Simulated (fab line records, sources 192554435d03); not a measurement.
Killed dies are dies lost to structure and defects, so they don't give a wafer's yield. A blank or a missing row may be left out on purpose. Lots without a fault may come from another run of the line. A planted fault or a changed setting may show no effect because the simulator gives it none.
One fault seen from 2 desks | flow n5_finfet | each desk has only its own numbers; what lay behind them comes last

THE METROLOGY DESK
What the gauges read, lot by lot, whatever tool the lot ran on: means of the sampled wafers that have a number. A lot is out of limits, marked OUT, if its mean lies more than 4 standard deviations from the usual mean; the brackets give that distance. Of its 12 readings 7 are shown: the one that was out of limits first, and those that lie furthest out on some lot.
Columns: A = DIBL_P at N5_BEOL_M4_RC_MEAS_101, usual 36.3 mV/V; B = ION_P at N5_BEOL_M4_RC_MEAS_101, usual 462 uA/um; C = SS_P at N5_BEOL_M4_RC_MEAS_101, usual 73.4 mV/dec; D = VT_N at N5_BEOL_M4_RC_MEAS_101, usual 249.5 mV; E = VT_P at N5_BEOL_M4_RC_MEAS_101, usual -250.1 mV; F = M6_THK at N5_BEOL_M6_THK_MEAS_53, usual 79.3 nm; G = M7_ILD_THK at N5_BEOL_M7_THK_MEAS_01, usual 155.0 nm
lot  | first seen here | A    | B   | C    | D     | E      | F    | G
L428 | day 9 03:32     | 35.2 | 462 | 73.1 | 250.6 | -248.4 | 78.9 | 154.6
L431 | day 9 18:59     | 36.9 | 453 | 73.3 | 253.5 | -252.6 | 79.7 | 154.1
L433 | day 10 02:20    | 36.4 | 462 | 73.8 | 247.7 | -245.3 | 78.9 | 157.3
L437 | day 11 07:54    | 34.6 | 463 | 72.4 | 251.0 | -250.1 | 78.1 | 139.2 (-6.6) OUT
L439 | day 12 18:58    | 35.7 | 457 | 73.8 | 252.6 | -251.0 | 80.0 | 125.5 (-12) OUT
L440 | day 12 23:57    | 35.8 | 470 | 73.3 | 245.6 | -246.8 | 78.0 | 159.0
L444 | day 14 17:20    | 36.9 | 462 | 73.8 | 249.5 | -249.7 | 79.7 | 156.4
L448 | day 14 22:32    | 35.3 | 461 | 72.7 | 248.3 | -253.2 | 81.6 | 155.1
L449 | day 15 08:37    | 35.7 | 463 | 73.1 | 250.3 | -251.0 | 78.3 | 160.7
This desk's finding: out of limits on L437, L439; first on L437, day 12 15:55 (M7_ILD_THK at N5_BEOL_M7_THK_MEAS_01). In limits: L428, L431, L433, L440, L444, L448, L449.

THE TOOL OWNER'S DESK: pecvd-03
The tool's own readings at N5_BEOL_M7_ILD_DEP_00 (deposits SiCOH lowk from DEMS/porogen, target thk 179.75 nm, time 33.4 s): means of the sampled wafers that have a number, for each lot that ran on this tool. A lot is out of limits, marked OUT, if its mean lies more than 4 standard deviations from the usual mean; the brackets give that distance.
Columns: A = heater_power_w at N5_BEOL_M7_ILD_DEP_00, usual 311 W; B = showerhead_plenum_p_Torr at N5_BEOL_M7_ILD_DEP_00, usual 5.741 Torr; C = throttle_valve_pct at N5_BEOL_M7_ILD_DEP_00, usual 13.9 %
lot  | first seen here | A   | B     | C
L428 | day 9 23:36     | 330 | 5.748 | 13.2
L431 | day 10 22:26    | 362 | 5.739 | 13.9
L437 | day 12 15:17    | 365 | 5.733 | 13.6
L439 | day 13 19:16    | 330 | 5.725 | 13.8
This desk's finding: nothing out of limits on any of the 4 lots.

PUT TOGETHER
The metrology desk could have raised an alarm at day 12 15:55, on L437, L439.
The tool owner's desk saw nothing out of limits.
The tool owner's desk has L437, L439 on record, within its limits.
Of the lots named, all ran N5_BEOL_M7_ILD_DEP_00 on pecvd-03.

WHAT THE SIMULATOR HAD PUT IN
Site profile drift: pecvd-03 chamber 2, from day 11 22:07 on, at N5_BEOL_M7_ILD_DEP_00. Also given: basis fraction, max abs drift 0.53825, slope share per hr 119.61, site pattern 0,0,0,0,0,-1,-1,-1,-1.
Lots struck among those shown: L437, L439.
Hours from the fault's start to each desk's first reading out of limits: the metrology desk, 18.
